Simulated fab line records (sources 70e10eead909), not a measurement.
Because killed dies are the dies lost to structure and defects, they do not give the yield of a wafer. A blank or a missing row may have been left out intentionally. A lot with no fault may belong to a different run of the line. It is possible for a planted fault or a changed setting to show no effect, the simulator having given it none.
One fault seen from 3 desks	flow nand harc	only its own numbers are on each desk; what lay behind them is given at the end

== THE METROLOGY DESK ==
What the gauges read, lot by lot, whatever tool the lot ran on: means of the sampled wafers that have a number. Marked OUT: a lot whose mean sits more than 4 standard deviations from the usual mean, which makes it out of limits; the brackets give that distance.
Columns: A = cd nm at NHARC_A_BONDPAD_CD_MEAS_09, usual 499.9 nm
lot	first seen here	A
L862	day 17 17:37	499.7
L863	day 18 02:34	501.4
L865	day 18 07:19	497.9
L864	day 18 08:10	502.6
L867	day 19 05:31	499.6
L866	day 19 08:57	500.7
L869	day 20 03:19	498.0
L872	day 20 08:50	500.8
L871	day 20 13:04	499.5
L870	day 20 13:58	503.1
L874	day 21 03:05	496.5
L873	day 21 04:19	501.8
L884	day 23 04:01	499.2
L883	day 23 17:07	498.5
This desk's verdict: no lot among the 14 shows anything out of limits.

== THE DEFECT DESK ==
Inspection counts along the route, by lot: the mean over sampled wafers that carry a number. Marked OUT: a lot whose mean sits more than 4 standard deviations from the usual mean, which makes it out of limits; the brackets give that distance.
Columns: A = raw defect count at NHARC_A_M1_INSPECT_27, usual 432
lot	first seen here	A
L862	day 17 15:48	461
L863	day 18 00:37	474
L865	day 18 05:31	506
L864	day 18 06:15	357
L867	day 19 03:43	432
L866	day 19 07:01	430
L869	day 20 01:11	439
L872	day 20 07:01	335
L871	day 20 11:07	373
L870	day 20 11:59	416
L874	day 21 00:46	355
L873	day 21 02:15	484
L884	day 23 01:54	340
L883	day 23 15:06	512
This desk's verdict: no lot among the 14 shows anything out of limits.

== DESK OF THE TOOL OWNER: rie diel-07 ==
The tool's own readings at NHARC_A_BONDPAD_ETCH_34 (etches the open film in N2/H2, target depth 60 nm, overetch 18 nm, time 65.91 s): means of the sampled wafers that have a number, for each lot that ran on this tool. Marked OUT: a lot whose mean sits more than 4 standard deviations from the usual mean, which makes it out of limits; the brackets give that distance.
Columns: A = drypump motor current A at NHARC_A_BONDPAD_ETCH_34, usual 5.68 A; B = n2 flow sccm at NHARC_A_BONDPAD_ETCH_34, usual 149.9 sccm; C = oes product au at NHARC_A_BONDPAD_ETCH_34, usual 0.996 a.u.; D = rf vpp V at NHARC_A_BONDPAD_ETCH_34, usual 430.8 V; E = run length s at NHARC_A_BONDPAD_ETCH_34, usual 87.6 s; F = showerhead plenum p Torr at NHARC_A_BONDPAD_ETCH_34, usual 2.05 Torr; G = throttle valve pct at NHARC_A_BONDPAD_ETCH_34, usual 14.171 %
lot	first seen here	A	B	C	D	E	F	G
L862	day 17 17:55	5.76	149.7	0.999	431.0	87.7	2.08	14.173
L864	day 18 08:28	5.65	150.4	0.985	431.4	87.7	2.06	14.161
L867	day 19 05:49	5.81	150.4	0.991	432.3	87.9	2.10	14.177
L866	day 19 09:15	5.72	149.4	1.009	431.0	87.8	2.06	14.177
L869	day 20 03:38	5.71	149.1	1.001	431.2	87.9	2.06	14.168
L871	day 20 13:22	5.78	149.9	0.998	431.4	87.7	2.10	14.177
L870	day 20 14:15	5.63	150.3	0.983	430.8	87.7	2.03	14.165
L874	day 21 03:24	5.78	150.2	0.994	431.1	87.7	2.08	14.162
L873	day 21 04:38	5.81	150.0	0.992	432.2	87.8	2.10	14.159
L884	day 23 04:19	5.65	149.6	0.986	431.2	72.5 (-40) OUT	2.06	14.163
L883	day 23 17:25	5.62	149.7	0.994	430.8	72.5 (-40) OUT	2.04	14.179
This desk finds L883, L884 out of limits, L884 being first, at day 23 04:19 (run length s at NHARC_A_BONDPAD_ETCH_34). L862, L864, L867, L866, L869, L871, L870, L874, L873 stayed within limits.

== ALL TOGETHER ==
The tool owner's desk had the chance to raise an alarm at day 23 04:19 on L883, L884.
Metrology desk: nothing out of limits seen.
No out-of-limits result turned up at the defect desk.
The metrology desk has L883, L884 on record, within its limits.
The defect desk has L883, L884 on record, within its limits.
NHARC_A_BONDPAD_ETCH_34 was run on rie diel-07 by each of the lots named.

== WHAT THE SIMULATOR HAD PUT IN ==
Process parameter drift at NHARC_A_BONDPAD_ETCH_34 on rie diel-07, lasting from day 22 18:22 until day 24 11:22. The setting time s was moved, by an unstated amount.
Lots struck among those shown: L883, L884.
How many hours passed from the start of the fault until each desk's first out-of-limits reading: the tool owner's desk, 10.
